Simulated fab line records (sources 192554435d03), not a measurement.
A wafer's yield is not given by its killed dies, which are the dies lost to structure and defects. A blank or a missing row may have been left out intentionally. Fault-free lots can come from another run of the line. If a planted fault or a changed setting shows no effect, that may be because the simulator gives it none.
fab line records + flow n5-finfet
record:
- lots: 11
- wafers: 33
- last-day: 20
route steps=1938 shown WELL_APT@56 PMOS_HMC_CHANNEL_EPI@73 FIN_SAQP@94 PASSIVATION@1936
lots that met no fault: taken from a fault-free run of the same line
start-h: hours from the record's opening day to when the first of the lot's shown wafers began + wait-h: how many hours have passed since the lot's step before this one + " identical to the entry in the row above + L1.1+2: one row covering several wafers at once + - either no value or no given start + * or withheld: withheld + < > ~ a bound
route shown NAME@n: NAME is a module with steps in the file, n the number in the route of the first one + usual: the fault-free wafers' mean and standard deviation + same: alike in all rows + chamber/n: place in a boat + sites: readings site by site + _std_site: standard deviation across them + _edge_site: outer sites' mean less inner sites' + radius-mm: how far each site lies from the wafer's centre + mask NAME#n: copy n + behind: the most recent tool/chamber to have shaped the wafer + hold: why the lot was held/for how many hours/how that ended + device: the transistor (n, p or np) that didn't switch + end of line: tests of these same wafers at the route's end + step lacking rows: just its recipe + killed: dies lost to structure and defects at the first sort, not the wafer's yield + map: dies across one wafer; x = killed, . = not, _ = none there
set.NAME: setting as actually run; set.NAME@STEP: the setting as run at that earlier step + model.NAME: the simulator's own value behind a step, which no gauge read
route steps across a sampled set of lots; one table per step, one row per wafer
services: a tool's chamber out of use, with start hour (start-h, from the record's first day; less than 0 if before it), hours out, and reason
== steps ==
step: N5_WELL_APT_INSPECT_38
recipe:
- inspect-instrument: darkfield
- mode: post-epi
usual:
- raw-defect-count: 14/5.7
| lot.wafer | tool              | chamber | start-h | wait-h | raw-defect-count |
|-----------|-------------------|---------|---------|--------|------------------|
| L698.2    | defect-inspect-01 | -       | 22.80   | 0.5    | 15               |
| L698.4    | "                 | -       | "       | "      | 10               |
| L698.6    | "                 | -       | "       | "      | 11               |
| L701.1    | defect-inspect-01 | -       | 41.05   | 0.5    | 16               |
| L701.3    | "                 | -       | "       | "      | 16               |
| L701.4    | "                 | -       | "       | "      | 23               |
| L702.1    | defect-inspect-02 | -       | 46.76   | 0.7    | 9                |
| L702.2    | "                 | -       | "       | "      | 11               |
| L702.6    | "                 | -       | "       | "      | 13               |
| L703.1    | defect-inspect-01 | -       | 52.90   | 0.7    | 10               |
| L703.2    | "                 | -       | "       | "      | 26               |
| L703.5    | "                 | -       | "       | "      | 10               |
| L704.1    | defect-inspect-01 | -       | 59.12   | 0.7    | 21               |
| L704.3    | "                 | -       | "       | "      | 26               |
| L704.4    | "                 | -       | "       | "      | 16               |
| L705.3    | defect-inspect-01 | -       | 64.64   | 0.4    | 19               |
| L705.5    | "                 | -       | "       | "      | 16               |
| L705.6    | "                 | -       | "       | "      | 14               |
| L706.1    | defect-inspect-01 | -       | 70.84   | 0.7    | 5                |
| L706.5    | "                 | -       | "       | "      | 8                |
| L706.6    | "                 | -       | "       | "      | 5                |
| L707.3    | defect-inspect-02 | -       | 77.32   | 0.4    | 11               |
| L707.5    | "                 | -       | "       | "      | 13               |
| L707.6    | "                 | -       | "       | "      | 20               |
| L716.3    | defect-inspect-02 | -       | 131.02  | 0.3    | 17               |
| L716.5    | "                 | -       | "       | "      | 15               |
| L716.6    | "                 | -       | "       | "      | 18               |
| L717.1    | defect-inspect-02 | -       | 149.05  | 0.5    | 21               |
| L717.2    | "                 | -       | "       | "      | 18               |
| L717.6    | "                 | -       | "       | "      | 8                |
| L719.1    | defect-inspect-02 | -       | 152.14  | 0.7    | 10               |
| L719.3    | "                 | -       | "       | "      | 20               |
| L719.6    | "                 | -       | "       | "      | 11               |
step: N5_PMOS_HMC_CHANNEL_EPI_ETCH_38
recipe:
- chemistry: CF4
- target: SiO2
- target-depth-a: 15
- ion-energy-ev: 350
- pressure-mtorr: 10
- icp-w: 800
- bias-w: 400
- cf4-flow-sccm: 80
usual:
- drypump-motor-current-A: 5.7/0.35
- he-backside-leak-sccm: 2.8/0.41
- oes-product-au: 1.005/0.016
- throttle-valve-pct: 21.77/0.2
| lot.wafer | tool      | chamber | start-h | wait-h | drypump-motor-current-A | he-backside-leak-sccm | oes-product-au | rf-hours-counter-h | throttle-valve-pct |
|-----------|-----------|---------|---------|--------|-------------------------|-----------------------|----------------|--------------------|--------------------|
| L698.2    | rie-si-06 | 1       | 23.76   | 0.0    | 5.6                     | 2.9                   | 1.023          | 168                | 21.58              |
| L698.4    | "         | 3       | "       | "      | 5.6                     | 3.4                   | 1.004          | 97                 | 21.75              |
| L698.6    | "         | 2       | "       | "      | 5.3                     | 2.7                   | 0.992          | -                  | 21.73              |
| L701.1    | rie-si-05 | 1       | 42.06   | 0.0    | 5.0                     | 2.5                   | 0.978          | 89                 | 22.13              |
| L701.3    | "         | 2       | "       | "      | 5.6                     | 2.6                   | 1.022          | 26                 | 22.08              |
| L701.4    | "         | 3       | "       | "      | 5.5                     | 2.5                   | 0.998          | -                  | 21.50              |
| L702.1    | rie-si-06 | 2       | 47.63   | 0.0    | 5.2                     | 2.8                   | 0.997          | 97                 | 21.73              |
| L702.2    | "         | 0       | "       | "      | 5.9                     | 2.3                   | 0.998          | 160                | 21.57              |
| L702.6    | "         | 0       | "       | "      | 5.9                     | 2.3                   | 0.997          | -                  | 21.56              |
| L703.1    | rie-si-06 | 2       | 53.88   | 0.0    | 5.3                     | 2.7                   | 1.007          | 97                 | 21.76              |
| L703.2    | "         | 3       | "       | "      | 5.6                     | 3.2                   | 1.010          | 98                 | 21.72              |
| L703.5    | "         | 0       | "       | "      | 5.9                     | 2.5                   | 1.000          | -                  | 21.58              |
| L704.1    | rie-si-05 | 2       | 60.09   | 0.0    | 5.6                     | 2.4                   | 1.036          | 26                 | 22.09              |
| L704.3    | "         | 0       | "       | "      | 6.1                     | 2.5                   | 1.013          | 0                  | 21.79              |
| L704.4    | "         | 3       | "       | "      | 5.5                     | 2.5                   | 0.989          | 103                | 21.50              |
| L705.3    | rie-si-06 | 1       | 65.61   | 0.0    | 5.5                     | 3.3                   | 1.028          | 169                | 21.58              |
| L705.5    | "         | 3       | "       | "      | 5.6                     | 3.2                   | 1.018          | -                  | 21.73              |
| L705.6    | "         | 0       | "       | "      | 5.9                     | 2.5                   | 1.010          | -                  | 21.59              |
| L706.1    | rie-si-06 | 2       | 71.68   | 0.0    | 5.3                     | 2.6                   | 1.001          | 98                 | 21.73              |
| L706.5    | "         | 2       | "       | "      | 5.2                     | 2.7                   | 0.992          | -                  | 21.73              |
| L706.6    | "         | 0       | "       | "      | 5.9                     | 2.5                   | 0.999          | -                  | 21.57              |
| L707.3    | rie-si-06 | 0       | 78.17   | 0.0    | 5.9                     | 2.4                   | 0.989          | 161                | 21.57              |
| L707.5    | "         | 1       | "       | "      | 5.6                     | 2.8                   | 1.014          | -                  | 21.56              |
| L707.6    | "         | 0       | "       | "      | 5.9                     | 2.4                   | 0.999          | -                  | 21.56              |
| L716.3    | rie-si-05 | 3       | 143.14  | 0.0    | 5.5                     | 2.3                   | 0.990          | 104                | 21.51              |
| L716.5    | "         | 1       | "       | "      | 5.0                     | 2.6                   | 0.973          | -                  | 22.13              |
| L716.6    | "         | 0       | "       | "      | 6.1                     | 2.4                   | 1.020          | -                  | 21.81              |
| L717.1    | rie-si-04 | 2       | 151.23  | 0.0    | 5.9                     | 2.6                   | 0.997          | 70                 | 22.04              |
| L717.2    | "         | 3       | "       | "      | 6.3                     | 3.4                   | 1.014          | 144                | 21.84              |
| L717.6    | "         | 0       | "       | "      | 6.1                     | 3.0                   | 1.014          | -                  | 21.99              |
| L719.1    | rie-si-06 | 3       | 152.98  | 0.0    | 5.6                     | 3.2                   | 1.016          | 99                 | 21.74              |
| L719.3    | "         | 1       | "       | "      | 5.6                     | 5.9                   | 1.023          | 170                | 21.56              |
| L719.6    | "         | 0       | "       | "      | 5.9                     | 2.6                   | 1.001          | -                  | 21.60              |
step: N5_PMOS_HMC_CHANNEL_EPI_FIN_RECESS_16
recipe:
- chemistry: HBr/Cl2
- target: Si
- mask-material: SiO2
- target-depth-a: 540
- time-s: 18
- pressure-mtorr: 10
- icp-w: 800
- bias-w: 75
- HBr_flow_sccm: 150
- Cl2_flow_sccm: 80
usual:
- drypump-motor-current-A: 5.7/0.35
- he-backside-leak-sccm: 2.8/0.41
- oes-product-au: 1.003/0.015
- throttle-valve-pct: 35.47/0.22
| lot.wafer | tool      | chamber | start-h | wait-h | drypump-motor-current-A | he-backside-leak-sccm | oes-product-au | rf-hours-counter-h | throttle-valve-pct |
|-----------|-----------|---------|---------|--------|-------------------------|-----------------------|----------------|--------------------|--------------------|
| L698.2    | rie-si-06 | 1       | 23.78   | 0.0    | 5.6                     | 2.9                   | 1.014          | 168                | 35.25              |
| L698.4    | "         | 3       | "       | "      | 5.6                     | 3.2                   | 1.011          | 97                 | 35.44              |
| L698.6    | "         | 2       | "       | "      | 5.3                     | 2.7                   | 0.987          | -                  | 35.39              |
| L701.1    | rie-si-05 | 1       | 42.08   | 0.0    | 5.0                     | 2.3                   | 0.972          | 89                 | 35.64              |
| L701.3    | "         | 2       | "       | "      | 5.6                     | 2.5                   | 1.019          | 26                 | 35.90              |
| L701.4    | "         | 3       | "       | "      | 5.5                     | 2.5                   | 0.994          | -                  | 35.10              |
| L702.1    | rie-si-06 | 2       | 47.65   | 0.0    | 5.2                     | 2.8                   | 0.989          | 97                 | 35.39              |
| L702.2    | "         | 0       | "       | "      | 5.9                     | 2.6                   | 0.984          | 160                | 35.34              |
| L702.6    | "         | 0       | "       | "      | 5.9                     | 2.5                   | 0.999          | -                  | 35.32              |
| L703.1    | rie-si-06 | 2       | 53.90   | 0.0    | 5.3                     | 2.7                   | 0.996          | 97                 | 35.38              |
| L703.2    | "         | 3       | "       | "      | 5.7                     | 3.3                   | 1.010          | 98                 | 35.45              |
| L703.5    | "         | 0       | "       | "      | 5.9                     | 2.6                   | 0.999          | -                  | 35.32              |
| L704.1    | rie-si-05 | 2       | 60.11   | 0.0    | 5.6                     | 2.6                   | 1.027          | 26                 | 35.92              |
| L704.3    | "         | 0       | "       | "      | 6.1                     | 2.4                   | 1.024          | 0                  | 35.59              |
| L704.4    | "         | 3       | "       | "      | 5.5                     | 2.4                   | 0.988          | 103                | 35.09              |
| L705.3    | rie-si-06 | 1       | 65.63   | 0.0    | 5.6                     | 3.1                   | 1.009          | 169                | 35.25              |
| L705.5    | "         | 3       | "       | "      | 5.6                     | 3.3                   | 1.011          | -                  | 35.43              |
| L705.6    | "         | 0       | "       | "      | 5.9                     | 2.6                   | 0.989          | -                  | 35.33              |
| L706.1    | rie-si-06 | 2       | 71.71   | 0.0    | 5.3                     | 2.8                   | 0.987          | 98                 | 35.38              |
| L706.5    | "         | 2       | "       | "      | 5.2                     | 2.7                   | 0.998          | -                  | 35.38              |
| L706.6    | "         | 0       | "       | "      | 5.9                     | 2.6                   | 0.988          | -                  | 35.32              |
| L707.3    | rie-si-06 | 0       | 78.19   | 0.0    | 5.9                     | 2.5                   | 0.996          | 161                | 35.32              |
| L707.5    | "         | 1       | "       | "      | 5.6                     | 2.8                   | 1.010          | -                  | 35.24              |
| L707.6    | "         | 0       | "       | "      | 5.9                     | 2.4                   | 0.994          | -                  | 35.33              |
| L716.3    | rie-si-05 | 3       | 143.16  | 0.0    | 5.5                     | 2.4                   | 0.984          | 104                | 35.09              |
| L716.5    | "         | 1       | "       | "      | 5.0                     | 2.3                   | 0.979          | -                  | 35.65              |
| L716.6    | "         | 0       | "       | "      | 6.1                     | 2.5                   | 1.017          | -                  | 35.58              |
| L717.1    | rie-si-04 | 2       | 151.25  | 0.0    | 5.9                     | 2.8                   | 0.989          | 70                 | 35.65              |
| L717.2    | "         | 3       | "       | "      | 6.3                     | 3.4                   | 1.009          | 144                | 35.63              |
| L717.6    | "         | 0       | "       | "      | 6.1                     | 2.9                   | 1.011          | -                  | 35.84              |
| L719.1    | rie-si-06 | 3       | 153.00  | 0.0    | 5.7                     | 3.4                   | 1.015          | 99                 | 35.45              |
| L719.3    | "         | 1       | "       | "      | 5.6                     | 3.0                   | 1.013          | 170                | 35.24              |
| L719.6    | "         | 0       | "       | "      | 5.9                     | 2.4                   | 0.998          | -                  | 35.33              |
step: N5_PMOS_HMC_CHANNEL_EPI_THK_MEAS_22
recipe:
- reads: SiGe30_of_PMOS_HMC_CHANNEL_EPI_EPI_20
usual:
- HMC_CMP_THK: 54.3/0.57
| lot.wafer | tool          | chamber | start-h | wait-h | HMC_CMP_THK[nm] |
|-----------|---------------|---------|---------|--------|-----------------|
| L698.2    | film-metro-01 | -       | 25.98   | -      | 54.0            |
| L698.4    | "             | -       | "       | "      | 53.4            |
| L698.6    | "             | -       | "       | "      | 54.6            |
| L701.1    | film-metro-01 | -       | 44.82   | -      | 53.9            |
| L701.3    | "             | -       | "       | "      | 54.5            |
| L701.4    | "             | -       | "       | "      | 55.2            |
| L702.1    | film-metro-02 | -       | 49.47   | -      | 54.6            |
| L702.2    | "             | -       | "       | "      | 53.7            |
| L702.6    | "             | -       | "       | "      | 53.6            |
| L703.1    | film-metro-02 | -       | 56.06   | 0.3    | 55.0            |
| L703.2    | "             | -       | "       | "      | 54.1            |
| L703.5    | "             | -       | "       | "      | 53.9            |
| L704.1    | film-metro-02 | -       | 62.48   | -      | 54.4            |
| L704.3    | "             | -       | "       | "      | 54.0            |
| L704.4    | "             | -       | "       | "      | 54.8            |
| L705.3    | film-metro-02 | -       | 67.85   | -      | 53.8            |
| L705.5    | "             | -       | "       | "      | 54.1            |
| L705.6    | "             | -       | "       | "      | 57.9            |
| L706.1    | film-metro-02 | -       | 73.95   | -      | 58.3            |
| L706.5    | "             | -       | "       | "      | 54.5            |
| L706.6    | "             | -       | "       | "      | 57.8            |
| L707.3    | film-metro-01 | -       | 79.99   | -      | 54.1            |
| L707.5    | "             | -       | "       | "      | 54.0            |
| L707.6    | "             | -       | "       | "      | 57.8            |
| L716.3    | film-metro-01 | -       | 145.90  | -      | 54.5            |
| L716.5    | "             | -       | "       | "      | 54.2            |
| L716.6    | "             | -       | "       | "      | 54.1            |
| L717.1    | film-metro-02 | -       | 154.14  | -      | 54.7            |
| L717.2    | "             | -       | "       | "      | 53.6            |
| L717.6    | "             | -       | "       | "      | 53.7            |
| L719.1    | film-metro-02 | -       | 155.75  | -      | 53.4            |
| L719.3    | "             | -       | "       | "      | 53.9            |
| L719.6    | "             | -       | "       | "      | 53.8            |
step: N5_FIN_SAQP_ALD_61
recipe:
- material: SiO2
- target-thk-a: 40
- temp-c: 300
- ald-precursor-family: BDEAS
- ald-co-reactant: O2-plasma
- pulse-time-s: 1
- purge-time-s: 2
- co-reactant-purge-time-s: 2
- ald-cycles: 43
- pressure-torr: 2
usual:
- heater-power-w: 438/46
- precursor-pulse-height-rel: 1.002/0.02
| lot.wafer | tool       | chamber | start-h | wait-h | heater-power-w | precursor-pulse-height-rel | since-wet-clean-h |
|-----------|------------|---------|---------|--------|----------------|----------------------------|-------------------|
| L698.2    | ald-sin-01 | 2       | 26.72   | 0.0    | 464            | 0.991                      | 18                |
| L698.4    | "          | 3       | "       | "      | 484            | 0.986                      | -                 |
| L698.6    | "          | 1       | "       | "      | 409            | 1.041                      | -                 |
| L701.1    | ald-sin-01 | 3       | 47.23   | 1.8    | 479            | 1.012                      | 38                |
| L701.3    | "          | 0       | "       | "      | 501            | 0.978                      | 38                |
| L701.4    | "          | 1       | "       | "      | 410            | 1.033                      | 38                |
| L702.1    | ald-sin-02 | 3       | 50.07   | 0.0    | 420            | 0.991                      | 147               |
| L702.2    | "          | 1       | "       | "      | 540            | 0.987                      | 147               |
| L702.6    | "          | 0       | "       | "      | 426            | 0.988                      | -                 |
| L703.1    | ald-sin-01 | 2       | 56.76   | 0.0    | 480            | 1.018                      | 48                |
| L703.2    | "          | 0       | "       | "      | 518            | 0.979                      | 48                |
| L703.5    | "          | 1       | "       | "      | 417            | 0.976                      | -                 |
| L704.1    | ald-sin-02 | 3       | 63.18   | 0.0    | 425            | 1.013                      | 160               |
| L704.3    | "          | 1       | "       | "      | 529            | 1.002                      | 160               |
| L704.4    | "          | 0       | "       | "      | 445            | 0.997                      | 160               |
| L705.3    | ald-sin-01 | 0       | 68.56   | 0.0    | 517            | 0.997                      | 60                |
| L705.5    | "          | 2       | "       | "      | 469            | 1.004                      | -                 |
| L705.6    | "          | 1       | "       | "      | 416            | 0.981                      | -                 |
| L706.1    | ald-sin-04 | 1       | 74.67   | 0.0    | 431            | 0.969                      | 354               |
| L706.5    | "          | 1       | "       | "      | 414            | 1.036                      | -                 |
| L706.6    | "          | 0       | "       | "      | 420            | 1.028                      | -                 |
| L707.3    | ald-sin-01 | 2       | 80.69   | 0.0    | 481            | 1.020                      | 72                |
| L707.5    | "          | 2       | "       | "      | 484            | 0.980                      | -                 |
| L707.6    | "          | 1       | "       | "      | 415            | 1.001                      | -                 |
| L716.3    | ald-sin-04 | 2       | 146.88  | 0.2    | 404            | 1.001                      | 48                |
| L716.5    | "          | 2       | "       | "      | 416            | 1.000                      | -                 |
| L716.6    | "          | 1       | "       | "      | 427            | 0.999                      | -                 |
| L717.1    | ald-sin-04 | 1       | 155.09  | 0.3    | 424            | 1.028                      | 56                |
| L717.2    | "          | 3       | "       | "      | 438            | 1.005                      | 56                |
| L717.6    | "          | 3       | "       | "      | 430            | 1.007                      | -                 |
| L719.1    | ald-sin-02 | 2       | 156.63  | 0.1    | 369            | 0.998                      | 253               |
| L719.3    | "          | 0       | "       | "      | 442            | 0.999                      | 253               |
| L719.6    | "          | 1       | "       | "      | 538            | 0.992                      | -                 |
step: N5_PASSIVATION_PROBE_49
usual:
- killed_at_M0_to_M3: 37/12
- killed_at_M4_up: 15/5.6
- killed-at-contacts: 13/6.9
- killed-at-front-end: 40/11
- killed-at-other: 4/3.2
- killed-dies: 109/20
- killed-on-rim: 14/4.3
- killed-open: 73/15
- killed-short: 35/8.3
same:
- gross-dies: 1180
- killed-at-back-side: 0
| lot.wafer | tool      | chamber | start-h | wait-h | killed_at_M0_to_M3 | killed_at_M4_up | killed-at-contacts | killed-at-front-end | killed-at-other | killed-dies | killed-on-rim | killed-open | killed-short |
|-----------|-----------|---------|---------|--------|--------------------|-----------------|--------------------|---------------------|-----------------|-------------|---------------|-------------|--------------|
| L698.2    | prober-01 | -       | 341.71  | 0.1    | 36                 | 24              | 6                  | 26                  | 4               | 96          | 18            | 61          | 34           |
| L698.4    | prober-01 | -       | 341.81  | 0.2    | 23                 | 22              | 8                  | 26                  | 1               | 80          | 10            | 60          | 18           |
| L698.6    | prober-01 | -       | 341.91  | 0.3    | 62                 | 30              | 6                  | 32                  | 2               | 132         | 19            | 84          | 47           |
| L704.1    | prober-01 | -       | 377.42  | 0.0    | 49                 | 11              | 25                 | 54                  | 10              | 149         | 25            | 103         | 45           |
| L704.3    | prober-01 | -       | 377.52  | 0.1    | 30                 | 14              | 27                 | 34                  | 6               | 111         | 13            | 74          | 36           |
| L704.4    | prober-01 | -       | 377.57  | 0.2    | 35                 | 16              | 25                 | 43                  | 3               | 122         | 11            | 82          | 40           |
| L706.1    | prober-01 | -       | 380.74  | 0.0    | 34                 | 15              | 4                  | 65                  | 0               | 118         | 20            | 80          | 37           |
| L706.5    | prober-01 | -       | 380.94  | 0.2    | 54                 | 17              | 5                  | 46                  | 5               | 127         | 23            | 86          | 35           |
| L706.6    | prober-01 | -       | 380.99  | 0.3    | 47                 | 19              | 7                  | 46                  | 2               | 121         | 18            | 84          | 36           |
| L707.3    | prober-01 | -       | 398.08  | 0.1    | 72                 | 8               | 15                 | 22                  | 2               | 119         | 17            | 82          | 36           |
| L707.5    | prober-01 | -       | 398.18  | 0.2    | 74                 | 17              | 12                 | 45                  | 0               | 148         | 27            | 104         | 43           |
| L707.6    | prober-01 | -       | 398.23  | 0.3    | 73                 | 4               | 9                  | 53                  | 8               | 147         | 23            | 103         | 44           |
killed by level:class
L698.2 BEOL_M4:geometric-particle:open=13 BEOL_M0_SAQP:geometric-particle:short=11 BEOL_M0_SAQP:geometric-particle:open=9 BEOL_M2:geometric-particle:open=6 DUMMY_GATE:geometric-particle:open=5 FIN_SAQP:geometric-particle:open=4 MOL_CONTACT_COAG:geometric-particle:open=4 STI_FIN_REVEAL:geometric-particle:open=3
L698.4 BEOL_M4:geometric-particle:open=12 MOL_CONTACT_COAG:geometric-particle:open=7 DUMMY_GATE:geometric-particle:open=6 BEOL_M0_SAQP:geometric-particle:open=5 BEOL_M3:geometric-particle:open=5 STI_FIN_REVEAL:geometric-particle:open=4 BEOL_M5:geometric-particle:open=4 BEOL_M0_SAQP:geometric-particle:short=4
L698.6 STI_FIN_REVEAL:geometric-particle:open=11 BEOL_M4:geometric-particle:open=11 BEOL_M0_SAQP:geometric-particle:open=9 BEOL_M0_SAQP:geometric-particle:short=8 BEOL_M2:geometric-particle:open=8 BEOL_M3:geometric-particle:open=8 FIN_SAQP:geometric-particle:open=7 BEOL_M0:geometric-particle:open=7
L704.1 MOL_CONTACT_COAG:geometric-particle:open=20 BEOL_M0_SAQP:geometric-particle:open=17 BEOL_M0_SAQP:geometric-particle:short=16 STI_FIN_REVEAL:geometric-particle:open=15 FIN_SAQP:geometric-particle:open=8 ILD0:geometric-particle:open=7 FIN_SAQP:geometric-particle:short=5 MOL_CONTACT_COAG:geometric-particle:short=5
L704.3 MOL_CONTACT_COAG:geometric-particle:open=20 BEOL_M0_SAQP:geometric-particle:short=10 BEOL_M0_SAQP:geometric-particle:open=9 FIN_SAQP:geometric-particle:open=6 GATE_CUT:geometric-particle:short=6 MOL_CONTACT_COAG:geometric-particle:short=6 GATE_CUT:geometric-particle:open=5 BEOL_M2:geometric-particle:open=4
L704.4 MOL_CONTACT_COAG:geometric-particle:open=21 FIN_SAQP:geometric-particle:short=9 BEOL_M1:geometric-particle:open=8 STI_FIN_REVEAL:geometric-particle:open=8 BEOL_M5:geometric-particle:open=8 FIN_SAQP:geometric-particle:open=7 BEOL_M2:geometric-particle:open=6 BEOL_M0_SAQP:geometric-particle:short=6
L706.1 BEOL_M3:geometric-particle:open=18 STI_FIN_REVEAL:geometric-particle:open=17 FIN_SAQP:geometric-particle:short=15 FIN_SAQP:geometric-particle:open=9 DUMMY_GATE:geometric-particle:open=7 STI_FIN_REVEAL:geometric-particle:short=7 BEOL_M4:geometric-particle:open=6 MOL_CONTACT_COAG:geometric-particle:open=4
L706.5 STI_FIN_REVEAL:geometric-particle:open=20 BEOL_M3:geometric-particle:open=13 BEOL_M2:geometric-particle:open=11 BEOL_M0_SAQP:geometric-particle:short=10 BEOL_M0_SAQP:geometric-particle:open=6 BEOL_M1:geometric-particle:open=6 BEOL_M4:geometric-particle:open=6 FIN_SAQP:geometric-particle:short=5
L706.6 BEOL_M2:geometric-particle:open=16 FIN_SAQP:geometric-particle:short=13 BEOL_M4:geometric-particle:open=13 FIN_SAQP:geometric-particle:open=12 BEOL_M0_SAQP:geometric-particle:open=9 STI_FIN_REVEAL:geometric-particle:open=6 MOL_CONTACT_COAG:geometric-particle:open=6 BEOL_M3:geometric-particle:open=5
L707.3 BEOL_M2:geometric-particle:open=21 BEOL_M3:geometric-particle:open=17 MOL_CONTACT_COAG:geometric-particle:open=12 BEOL_M0_SAQP:geometric-particle:short=11 BEOL_M0_SAQP:geometric-particle:open=10 FIN_SAQP:geometric-particle:short=4 STI_FIN_REVEAL:geometric-particle:open=4 DUMMY_GATE:geometric-particle:open=4
L707.5 BEOL_M2:geometric-particle:open=21 BEOL_M3:geometric-particle:open=19 MOL_CONTACT_COAG:geometric-particle:open=11 STI_FIN_REVEAL:geometric-particle:open=10 BEOL_M0_SAQP:geometric-particle:open=9 BEOL_M0_SAQP:geometric-particle:short=9 BEOL_M4:geometric-particle:open=8 FIN_SAQP:geometric-particle:short=6
L707.6 BEOL_M2:geometric-particle:open=24 BEOL_M0_SAQP:geometric-particle:open=14 FIN_SAQP:geometric-particle:open=13 STI_FIN_REVEAL:geometric-particle:open=12 BEOL_M0_SAQP:geometric-particle:short=9 BEOL_M2:geometric-particle:short=9 MOL_CONTACT_COAG:geometric-particle:open=8 BEOL_M3:geometric-particle:open=7
== services ==
| tool       | chamber | start-h | hours | kind           |
|------------|---------|---------|-------|----------------|
| ald-sin-01 | 3       | 3.24    | 1.5   | repair         |
| ald-sin-01 | 0       | 8.85    | -     | clean          |
| ald-sin-01 | 1       | 8.85    | -     | clean          |
| ald-sin-01 | 0       | 20.47   | 6.9   | repair         |
| rie-si-05  | 1       | 27.09   | 6.5   | repair         |
| ald-sin-04 | 3       | 34.95   | 1.3   | repair         |
| rie-si-05  | 0       | 38.33   | -     | clean          |
| rie-si-05  | 0       | 38.33   | 16.3  | scheduled-down |
| rie-si-05  | 0       | 38.33   | 16.3  | vent-cycle     |
| ald-sin-02 | -       | 40.99   | 6.0   | pm             |
| ald-sin-04 | 3       | 41.27   | 1.6   | repair         |
| rie-si-06  | 1       | 67.40   | 4.3   | repair         |
| ald-sin-01 | 3       | 69.84   | 2.9   | repair         |
| rie-si-06  | 3       | 70.12   | 6.7   | repair         |
| ald-sin-02 | -       | 75.15   | 1.5   | repair         |
| ald-sin-04 | -       | 85.25   | 14.0  | pm             |
| ald-sin-01 | -       | 102.83  | 2.8   | pm             |
| rie-si-05  | -       | 104.94  | 1.8   | repair         |
| rie-si-06  | -       | 109.83  | 2.8   | pm             |
| ald-sin-04 | -       | 113.38  | 14.6  | pm             |
| ald-sin-01 | -       | 119.33  | 4.3   | pm             |
| ald-sin-04 | -       | 133.53  | 6.0   | pm             |
| ald-sin-01 | -       | 143.33  | 14.6  | pm             |
| rie-si-05  | 2       | 152.34  | 3.8   | repair         |
== key ==
first-sign:
- step: N5_PMOS_HMC_CHANNEL_EPI_THK_MEAS_22
- reading: HMC_CMP_THK
- direction: up
- sigmas: 6.4
- usual: 54.3
- struck: 58.0
effect none on later readings
met-at N5_PMOS_HMC_CHANNEL_EPI_FIN_RECESS_16
struck-lots L705,L706,L707
struck-wafers L705.6,L706.1,L706.6,L707.6
tester-left-out L705,L706,L707
not-acting-at N5_WELL_APT_INSPECT_38,N5_PMOS_HMC_CHANNEL_EPI_ETCH_38,N5_FIN_SAQP_ALD_61
onset-between 53.90 65.63
fault:
- kind: process-parameter-drift
- tool: rie-si-06
- chamber: -
- onset-h: 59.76
- steps: N5_PMOS_HMC_CHANNEL_EPI_FIN_RECESS_16
- channel: time-s
- offset: *
- shape: step
- end-h: 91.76
- scope: struck-wafers-only
- acts-in: *
- stated: *
tester-left-out: of these lots the tester's yield and bins aren't shown, on N5 and GAA mostly nor the transistor test; their killed dies are dies lost to structure and defects alone, not to doping, threshold or leakage, so they don't give the yield
